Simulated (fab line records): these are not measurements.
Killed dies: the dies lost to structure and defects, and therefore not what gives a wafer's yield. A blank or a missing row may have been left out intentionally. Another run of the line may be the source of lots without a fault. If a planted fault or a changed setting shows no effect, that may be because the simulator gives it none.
Which tool is to blame?    flow n5Finfet    Sampling: 24 lots, 72 wafers, 3 of 1938 route steps

== WHAT EACH GAUGE READ, for each wafer ==
N5_BEOL_M8_THK_MEAS_53: measures by xrf. Usual: for M8_THK the level is 78.4 nm and the standard deviation is 1.4.
lot   measured      on            M8_THK (nm)     flag
L074  day 9 15:19   filmMetro-02  79.9 77.6 79.6  
L077  day 10 01:30  filmMetro-02  77.7 79.4 78.4  
L076  day 10 07:02  filmMetro-01  77.6 80.0 77.5  
L075  day 10 09:38  filmMetro-01  78.5 78.3 77.6  
L078  day 10 13:00  filmMetro-01  77.5 79.1 77.1  
L079  day 10 19:14  filmMetro-01  77.2 77.9 76.5  
L080  day 10 19:23  filmMetro-02  81.6 79.4 79.6  
L081  day 10 20:37  filmMetro-02  78.9 78.0 79.8  
L082  day 11 06:23  filmMetro-02  78.3 79.0 79.6  
L083  day 11 13:58  filmMetro-01  79.4 78.8 78.8  
L085  day 12 03:27  filmMetro-02  78.1 77.3 76.8  
L086  day 12 14:32  filmMetro-01  77.6 78.0 77.2  
L084  day 12 23:49  filmMetro-01  80.1 79.3 80.3  
L088  day 13 00:46  filmMetro-02  77.5 77.9 76.0  
L090  day 13 01:48  filmMetro-01  81.0 79.0 76.4  
L087  day 13 02:04  filmMetro-02  80.1 79.8 80.8  
L089  day 13 07:08  filmMetro-02  79.1 79.0 76.8  
L091  day 13 17:34  filmMetro-01  79.0 79.7 80.3  
L092  day 14 03:32  filmMetro-02  77.0 77.0 77.0  
L094  day 14 13:19  filmMetro-02  80.9 78.0 74.3  
L093  day 14 13:35  filmMetro-02  80.3 76.9 79.2  
L096  day 14 20:45  filmMetro-01  75.4 80.8 78.8  
L095  day 14 21:09  filmMetro-01  76.1 79.3 76.3  
L097  day 15 19:32  filmMetro-02  77.4 78.3 82.5  

== WHAT TOOL EACH LOT RAN ON (gives the tool, then ch and the chambers of the sampled wafers, and finally the start) ==
lot   N5_BEOL_M8_PRE_CLEAN_45      N5_BEOL_M8_SPUTTER_48
L074  pvdSputter-03, day 9 12:22   pvdSputter-02, day 9 14:31
L077  pvdSputter-01, day 10 00:08  pvdSputter-02, day 10 00:41
L076  pvdSputter-02, day 10 05:24  pvdSputter-01, day 10 05:58
L075  pvdSputter-01, day 10 08:18  pvdSputter-01, day 10 08:49
L078  pvdSputter-03, day 10 11:28  pvdSputter-02, day 10 12:08
L079  pvdSputter-02, day 10 17:45  pvdSputter-03, day 10 18:26
L080  pvdSputter-03, day 10 17:59  pvdSputter-03, day 10 18:35
L081  pvdSputter-03, day 10 19:08  pvdSputter-03, day 10 19:43
L082  pvdSputter-01, day 11 04:59  pvdSputter-01, day 11 05:35
L083  pvdSputter-03, day 11 12:23  pvdSputter-03, day 11 13:07
L085  pvdSputter-01, day 12 01:52  pvdSputter-01, day 12 02:33
L086  pvdSputter-01, day 12 13:08  pvdSputter-03, day 12 13:44
L084  pvdSputter-02, day 12 22:01  pvdSputter-03, day 12 23:01
L088  pvdSputter-03, day 12 22:58  pvdSputter-02, day 12 23:58
L090  pvdSputter-02, day 13 00:11  pvdSputter-03, day 13 00:59
L087  pvdSputter-03, day 13 00:35  pvdSputter-03, day 13 01:15
L089  pvdSputter-02, day 13 03:54  pvdSputter-03, day 13 06:09
L091  pvdSputter-03, day 13 15:54  pvdSputter-03, day 13 16:46
L092  pvdSputter-01, day 14 01:02  pvdSputter-03, day 14 01:49
L094  pvdSputter-01, day 14 11:22  pvdSputter-02, day 14 12:03
L093  pvdSputter-01, day 14 11:26  pvdSputter-03, day 14 12:04
L096  pvdSputter-03, day 14 19:06  pvdSputter-03, day 14 19:55
L095  pvdSputter-01, day 14 19:16  pvdSputter-03, day 14 20:00
L097  pvdSputter-03, day 15 17:45  pvdSputter-02, day 15 18:37
- N5_BEOL_M8_PRE_CLEAN_45: time 30 s.
- N5_BEOL_M8_SPUTTER_48: material Cu, target thk 10 nm, time 1.667 s.

== AS READ BY THE TOOLS THEMSELVES (means over the sampled wafers that have a number; for cases with no such wafer, the mark the record gives instead) ==
N5_BEOL_M8_PRE_CLEAN_45. Usual: heaterPowerW 344 W, standard deviation 59.
lot   tool           heaterPowerW (W)  flag
L074  pvdSputter-03  349               
L077  pvdSputter-01  343               
L076  pvdSputter-02  397               
L075  pvdSputter-01  301               
L078  pvdSputter-03  303               
L079  pvdSputter-02  344               
L080  pvdSputter-03  329               
L081  pvdSputter-03  367               
L082  pvdSputter-01  335               
L083  pvdSputter-03  351               
L085  pvdSputter-01  327               
L086  pvdSputter-01  324               
L084  pvdSputter-02  354               
L088  pvdSputter-03  304               
L090  pvdSputter-02  366               
L087  pvdSputter-03  295               
L089  pvdSputter-02  397               
L091  pvdSputter-03  375               
L092  pvdSputter-01  330               
L094  pvdSputter-01  323               
L093  pvdSputter-01  321               
L096  pvdSputter-03  365               
L095  pvdSputter-01  337               
L097  pvdSputter-03  378               

N5_BEOL_M8_SPUTTER_48. Usual: substrateTempC -19.99 C, standard deviation 0.1; throttleValvePct 29.7 %, standard deviation 1.1.
lot   tool           substrateTempC (C)  throttleValvePct (%)  flag
L074  pvdSputter-02  -20.03              29.8                  
L077  pvdSputter-02  -19.95              29.9                  
L076  pvdSputter-01  -19.98              29.0                  
L075  pvdSputter-01  -20.01              29.6                  
L078  pvdSputter-02  -19.96              29.0                  
L079  pvdSputter-03  -20.02              29.9                  
L080  pvdSputter-03  -19.94              30.3                  
L081  pvdSputter-03  -19.99              29.5                  
L082  pvdSputter-01  -20.04              29.1                  
L083  pvdSputter-03  -20.00              30.2                  
L085  pvdSputter-01  -20.01              29.1                  
L086  pvdSputter-03  -20.06              29.6                  
L084  pvdSputter-03  -20.03              29.6                  
L088  pvdSputter-02  -19.94              30.3                  
L090  pvdSputter-03  -19.96              29.7                  
L087  pvdSputter-03  -19.98              29.0                  
L089  pvdSputter-03  -19.92              29.4                  
L091  pvdSputter-03  -19.97              30.2                  
L092  pvdSputter-03  -19.92              28.3                  
L094  pvdSputter-02  -19.90              29.8                  
L093  pvdSputter-03  -20.02              28.9                  
L096  pvdSputter-03  -19.98              30.3                  
L095  pvdSputter-03  -20.03              30.5                  
L097  pvdSputter-02  -20.12              30.1                  

== THE ANSWER, worked out from the rows above alone ==
Rule: a lot is off if the mean of its wafers that have a number lies more than 3 standard deviations from the usual mean. A lot without any number at a reading at which 4 lots or more have one is off too. Where the step has rows for the other lots, those lots are counted as sound. First the gauges in route order, then the tools' own readings, where a lot's mean is used as printed above. At the first step where some lot is off, the reading lying furthest off is the one used; lots without a number count as furthest.
No lot is off on any of the readings shown, so nothing can be concluded from this.

== WHAT HAD BEEN PUT IN BY THE SIMULATOR ==
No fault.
